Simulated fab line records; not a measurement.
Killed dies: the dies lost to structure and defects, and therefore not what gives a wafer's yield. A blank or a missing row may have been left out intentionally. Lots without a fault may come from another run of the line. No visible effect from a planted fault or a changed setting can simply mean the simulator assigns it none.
Struck lot and sound lot, side by side    flow n5_finfet    39 steps out of a route of 1938
Sound: the wafers L154.1, L154.2, L154.6. Struck: wafer L166.1 (left out: L166.2, L166.3 of the same lot, which were not struck); the cause appears at the end.
For every step that has rows: the tool of each side, followed by ch and its chambers, followed by its first start. Under that, the readings that differ: sound wafers    struck wafers    difference of the means    sigmas: that difference in standard deviations of wafers without a fault.
alike: words and numbers the same on both sides, and readings whose means are apart by under 2 such deviations; not compared: readings that were withheld, readings missing a value for some wafer, numbers with overlapping values and no deviation given by the record, and bounds like >300 which may hide the same value.
A row with sigmas, a row that says differs or no value, or rows on one side alone: a step with any of these is where the two part. When numbers do not overlap yet have no deviation, they are printed without sigmas and do not part them. Lack of a reading on every wafer of one side parts them only where that side has two or more wafers.

first, 9 steps without rows for these wafers: N5_BEOL_M4_ANNEAL_95 (time 240 s); N5_BEOL_M4_SPUTTER_96 (material Cu, target thk 4.5 nm, time 8.29 s); N5_BEOL_M4_ECD_50 (material Cu, target thk 300 nm); N5_BEOL_M4_ANNEAL_51 (time 90 s); N5_BEOL_M4_CMP_52 (polishes, stops on SiOC, t overpolish 6.8 s, target thk 40 nm); N5_BEOL_M4_PRE_CLEAN_60 (time 15 s); N5_BEOL_M4_CO_CAP_55 (material Co, precursor CCTBA/H2, target thk 2 nm, time 102.1 s); N5_BEOL_M4_PRE_CLEAN_56 (time 15 s); N5_BEOL_M4_DEP_57 (deposits SiCN from 3MS/NH3, target thk 8 nm, time 14 s).
N5_BEOL_M4_RC_MEAS_101:
  sound on prober-02 ch 0, day 8 12:55; struck on prober-01 ch 0, day 11 17:29
  alike: DIBL_N, DIBL_P, IOFF_N, IOFF_P, ION_N, ION_P, SS_N, SS_P, VT_N, VT_P
then, 24 steps without rows for these wafers: N5_BEOL_M5_ILD_DEP_00 (deposits SiCOH lowk from DEMS/porogen, target thk 140.64 nm, time 25.9 s); N5_BEOL_M5_CURE_79 (cures SiCOH lowk, time 240 s); N5_BEOL_M5_PECVD_70 (deposits SiO2 from TEOS/O2, target thk 16 nm, time 18 s); N5_BEOL_M5_HM_DEP_02 (deposits TiN, target thk 20 nm); N5_BEOL_M5_COAT_59 (time 60 s, resist thk 60 nm); N5_BEOL_M5_COAT_60 (time 60 s, resist thk 12 nm); N5_BEOL_M5_COAT_71 (time 60 s, resist thk 5 nm); N5_BEOL_M5_COAT_05 (resist thk 30 nm); N5_BEOL_M5_EBR_07; N5_BEOL_M5_SOFTBAKE_06 (time 60 s); N5_BEOL_M5_EXPOSE_08 (exposes mask M5, target cd 28 nm); N5_BEOL_M5_PEB_09 (peb time 60 s); N5_BEOL_M5_DEVELOP_10 (develop time 30 s); N5_BEOL_M5_DESCUM_16 (chemistry O2, time 7 s); N5_BEOL_M5_ETCH_72 (etches underlayer in N2/H2, target depth 6.5 nm, time 5.2 s); N5_BEOL_M5_ETCH_61 (etches SiARC in CF4, target depth 15.6 nm, time 26 s); N5_BEOL_M5_ETCH_62 (etches SOC in N2/H2, target depth 75 nm, overetch 15 nm, time 112.5 s); N5_BEOL_M5_STRIP_63 (strips in N2/H2); N5_BEOL_M5_STRIP_73 (strips in N2/H2); N5_BEOL_M5_STRIP_64 (strips in CF4); N5_BEOL_M5_HM_OPEN_17 (chemistry Cl2/BCl3, target TiN, target depth 20 nm, overetch 6 nm); N5_BEOL_M5_STRIP_19 (strips in O2); N5_BEOL_M5_COAT_65 (time 60 s, resist thk 60 nm); N5_BEOL_M5_COAT_66 (time 60 s, resist thk 12 nm).
N5_BEOL_M8_HM_DEP_02: deposits TiN, target thk 20 nm.
  struck on pvd_sputter-01, day 13 00:51; sound on pvd_sputter-01, day 9 18:31
reading                                     sound           struck  difference  sigmas
model.TiN_of_BEOL_M8_HM_DEP_02.thk_nm (nm)  19.8 19.6 20.2  27.8    +7.9        
  alike: chamber_pressure_pa, throttle_valve_pct
N5_BEOL_M8_HM_OPEN_17: chemistry Cl2/BCl3, target TiN, target depth 20 nm, overetch 6 nm.
  sound on rie_metal-03 ch 0,1, day 9 19:30; struck on rie_metal-02 ch 0, day 13 01:46
reading                   sound             struck  difference  sigmas
oes_product_au (a.u.)     0.68 0.64 0.65    0.83    +0.17       +5
model.etch.depth_nm (nm)  19.88 19.64 20.3  26.07   +6.13       
  alike: drypump_motor_current_A, throttle_valve_pct
  not compared: rf_hours_counter_h
N5_BEOL_M8_TRENCH_ETCH_37: etches SiCOH lowk in C4F6/O2, target depth 93.478 nm, time 31.2 s.
  sound on rie_diel-05 ch 1,2; struck on rie_diel-06 ch 2
reading                                     sound         struck  difference  sigmas
model.TiN_of_BEOL_M8_HM_DEP_02.thk_nm (nm)  17.2 17 17.6  25.2    +7.9        
  alike: drypump_motor_current_A, oes_product_au, rf_vpp_V, showerhead_plenum_p_Torr, throttle_valve_pct
  not compared: rf_hours_counter_h
N5_BEOL_M8_OCD_MEAS_38:
  struck on ocd-02, day 13 05:40; sound on ocd-01, day 9 21:01
reading               sound           struck  difference  sigmas
trench_depth_nm (nm)  93.6 93.8 93.5  72.4    -21.2       -9
-- a jump in the record: the struck wafers' starts before and after are 3 days apart (it breaks off in module BEOL_M8 and resumes in module PASSIVATION, where the first step shown is number 1936 of the route) --
N5_PASSIVATION_PROBE_49:
  only the struck wafers here have rows in the record (prober-02, day 15 23:14); the sound ones have none

WHERE THEY PART
Earliest at N5_BEOL_M8_HM_OPEN_17; latest, in this record, at N5_PASSIVATION_PROBE_49.

WHY: whatever the simulator had introduced
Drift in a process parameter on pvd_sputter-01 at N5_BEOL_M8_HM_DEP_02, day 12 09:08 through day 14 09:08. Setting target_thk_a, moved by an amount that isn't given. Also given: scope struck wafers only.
